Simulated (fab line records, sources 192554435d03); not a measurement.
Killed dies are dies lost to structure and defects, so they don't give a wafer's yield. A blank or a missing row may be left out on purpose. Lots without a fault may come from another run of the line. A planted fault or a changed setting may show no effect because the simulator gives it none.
Chamber matching | flow n5_finfet | N5_DUMMY_GATE_ETCH_42 on rie_diel-02: 4 sister chambers
The step etches SiO2 in CHF3/O2, target depth 3.5 nm, time 31 s. 4 wafers are shown with their chamber, then 11 later ones without.

WAFERS WITH THEIR CHAMBER
wafer  | chamber | drypump_motor_current_A (A)
L083.6 | 2       | 5.8
L085.5 | 3       | 4.9
L091.6 | 0       | 5.7
L092.2 | 1       | 6.3

WAFERS WITHOUT THEIR CHAMBER
wafer  | drypump_motor_current_A (A)
L092.3 | 4.9
L092.6 | 6.3
L093.2 | 5.7
L093.3 | 6.4
L093.5 | 5.7
L095.1 | 6.3
L095.4 | 6.4
L095.5 | 4.9
L097.2 | 6.3
L097.3 | 4.9
L097.5 | 6.3

WHICH CHAMBER EACH WENT THROUGH
wafer  | from the rows above | in truth
L092.3 | 3                   | 3
L092.6 | 1                   | 1
L093.2 | 0                   | 0
L093.3 | 1                   | 1
L093.5 | 0                   | 0
L095.1 | 1                   | 1
L095.4 | 1                   | 1
L095.5 | 3                   | 3
L097.2 | 1                   | 1
L097.3 | 3                   | 3
L097.5 | 1                   | 1
Placed correctly: 11 of 11. Can't be placed from these rows: 0. Placed wrongly: 0.
How it was worked out, from the rows above alone: a wafer's distance from a chamber is the root of the sum, over the readings, of the square of ((its reading less the chamber's mean) divided by the reading's scatter). The wafer belongs to the nearest chamber; if the next one is less than 2 further off, it can't be placed. A chamber's mean is the mean of its shown wafers. The scatter: with one shown wafer a chamber, the root of the mean of the squares of how far each hidden wafer lies from its nearest shown one.
